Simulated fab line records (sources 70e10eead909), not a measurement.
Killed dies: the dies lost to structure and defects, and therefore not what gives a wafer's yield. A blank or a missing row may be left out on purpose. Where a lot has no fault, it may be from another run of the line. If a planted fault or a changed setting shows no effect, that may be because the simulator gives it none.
Chamber matching / flow nandHarc / NHARC_A_STAIRCASE_ETCH_169 on rieDiel-02 has 4 sister chambers
The step etches the open film in CH3F/O2, target depth 50 nm, time 107.1 s. 22 wafers are shown with their chamber, then 11 later ones without.

## WAFERS WITH THEIR CHAMBER
wafer=L076.4; chamber=2; drypumpMotorCurrentA (A)=6.01; showerheadPlenumPTorr (Torr)=2.39; rfVppV (V)=242.1
wafer=L076.5; chamber=0; drypumpMotorCurrentA (A)=5.62; showerheadPlenumPTorr (Torr)=2.31; rfVppV (V)=242.5
wafer=L076.6; chamber=1; drypumpMotorCurrentA (A)=5.79; showerheadPlenumPTorr (Torr)=2.62; rfVppV (V)=246.1
wafer=L078.1; chamber=0; drypumpMotorCurrentA (A)=5.58; showerheadPlenumPTorr (Torr)=2.30; rfVppV (V)=242.0
wafer=L078.3; chamber=2; drypumpMotorCurrentA (A)=6.01; showerheadPlenumPTorr (Torr)=2.39; rfVppV (V)=243.0
wafer=L078.5; chamber=2; drypumpMotorCurrentA (A)=6.02; showerheadPlenumPTorr (Torr)=2.38; rfVppV (V)=242.2
wafer=L080.2; chamber=0; drypumpMotorCurrentA (A)=5.61; showerheadPlenumPTorr (Torr)=2.30; rfVppV (V)=242.1
wafer=L080.5; chamber=1; drypumpMotorCurrentA (A)=5.75; showerheadPlenumPTorr (Torr)=2.62; rfVppV (V)=246.8
wafer=L080.6; chamber=0; drypumpMotorCurrentA (A)=5.60; showerheadPlenumPTorr (Torr)=2.30; rfVppV (V)=243.4
wafer=L082.1; chamber=3; drypumpMotorCurrentA (A)=5.22; showerheadPlenumPTorr (Torr)=2.51; rfVppV (V)=245.2
wafer=L082.2; chamber=1; drypumpMotorCurrentA (A)=5.75; showerheadPlenumPTorr (Torr)=2.62; rfVppV (V)=247.3
wafer=L082.5; chamber=3; drypumpMotorCurrentA (A)=5.20; showerheadPlenumPTorr (Torr)=2.51; rfVppV (V)=246.7
wafer=L086.1; chamber=0; drypumpMotorCurrentA (A)=5.61; showerheadPlenumPTorr (Torr)=2.30; rfVppV (V)=241.4
wafer=L086.3; chamber=1; drypumpMotorCurrentA (A)=5.80; showerheadPlenumPTorr (Torr)=2.61; rfVppV (V)=246.4
wafer=L086.5; chamber=1; drypumpMotorCurrentA (A)=5.78; showerheadPlenumPTorr (Torr)=2.61; rfVppV (V)=246.1
wafer=L087.1; chamber=1; drypumpMotorCurrentA (A)=5.81; showerheadPlenumPTorr (Torr)=2.61; rfVppV (V)=246.1
wafer=L087.2; chamber=2; drypumpMotorCurrentA (A)=6.01; showerheadPlenumPTorr (Torr)=2.37; rfVppV (V)=242.6
wafer=L087.5; chamber=1; drypumpMotorCurrentA (A)=5.77; showerheadPlenumPTorr (Torr)=2.61; rfVppV (V)=245.9
wafer=L088.2; chamber=2; drypumpMotorCurrentA (A)=6.03; showerheadPlenumPTorr (Torr)=2.37; rfVppV (V)=243.2
wafer=L088.4; chamber=3; drypumpMotorCurrentA (A)=5.21; showerheadPlenumPTorr (Torr)=2.50; rfVppV (V)=245.0
wafer=L088.6; chamber=0; drypumpMotorCurrentA (A)=5.63; showerheadPlenumPTorr (Torr)=2.29; rfVppV (V)=242.9
wafer=L090.1; chamber=1; drypumpMotorCurrentA (A)=5.76; showerheadPlenumPTorr (Torr)=2.60; rfVppV (V)=245.2

SIGNATURES (averages over the wafers above)
reading=drypumpMotorCurrentA; chamber 0=5.6083; chamber 1=5.7763; chamber 2=6.0160; chamber 3=5.2100; scatter within a chamber=0.0176
reading=showerheadPlenumPTorr; chamber 0=2.3000; chamber 1=2.6125; chamber 2=2.3800; chamber 3=2.5067; scatter within a chamber=0.00752
reading=rfVppV; chamber 0=242.383; chamber 1=246.238; chamber 2=242.620; chamber 3=245.633; scatter within a chamber=0.662
Rule: for each reading, subtract the chamber's mean from the wafer's reading, divide by that reading's scatter and square the result; add these up over the readings and take the root, which gives the wafer's distance from the chamber. The wafer belongs to the nearest chamber; if the next one is less than 2 further off, it can't be placed. The scatter: the root of (the sum of the squares of (reading less its chamber's mean) over the shown wafers, divided by (wafers less chambers)).

## WAFERS WITH NO CHAMBER GIVEN
wafer=L090.3; drypumpMotorCurrentA (A)=5.21; showerheadPlenumPTorr (Torr)=2.50; rfVppV (V)=244.1
wafer=L090.6; drypumpMotorCurrentA (A)=5.77; showerheadPlenumPTorr (Torr)=2.60; rfVppV (V)=246.4
wafer=L093.1; drypumpMotorCurrentA (A)=6.01; showerheadPlenumPTorr (Torr)=2.37; rfVppV (V)=242.4
wafer=L093.3; drypumpMotorCurrentA (A)=5.80; showerheadPlenumPTorr (Torr)=2.60; rfVppV (V)=247.3
wafer=L093.5; drypumpMotorCurrentA (A)=5.61; showerheadPlenumPTorr (Torr)=2.29; rfVppV (V)=241.4
wafer=L092.3; drypumpMotorCurrentA (A)=6.00; showerheadPlenumPTorr (Torr)=2.37; rfVppV (V)=245.2
wafer=L092.4; drypumpMotorCurrentA (A)=5.78; showerheadPlenumPTorr (Torr)=2.60; rfVppV (V)=244.2
wafer=L092.6; drypumpMotorCurrentA (A)=6.00; showerheadPlenumPTorr (Torr)=2.37; rfVppV (V)=242.4
wafer=L097.2; drypumpMotorCurrentA (A)=5.77; showerheadPlenumPTorr (Torr)=2.60; rfVppV (V)=245.7
wafer=L097.3; drypumpMotorCurrentA (A)=5.20; showerheadPlenumPTorr (Torr)=2.49; rfVppV (V)=244.6
wafer=L097.6; drypumpMotorCurrentA (A)=5.61; showerheadPlenumPTorr (Torr)=2.28; rfVppV (V)=241.0

## WHICH CHAMBER EACH WENT THROUGH
wafer=L090.3; from the rows above=3; in truth=3
wafer=L090.6; from the rows above=1; in truth=1
wafer=L093.1; from the rows above=2; in truth=2
wafer=L093.3; from the rows above=1; in truth=1
wafer=L093.5; from the rows above=0; in truth=0
wafer=L092.3; from the rows above=2; in truth=2
wafer=L092.4; from the rows above=1; in truth=1
wafer=L092.6; from the rows above=2; in truth=2
wafer=L097.2; from the rows above=1; in truth=1
wafer=L097.3; from the rows above=3; in truth=3
wafer=L097.6; from the rows above=0; in truth=0
Placed correctly: 11 of 11. Can't be placed from these rows: 0. Number placed wrongly: 0.
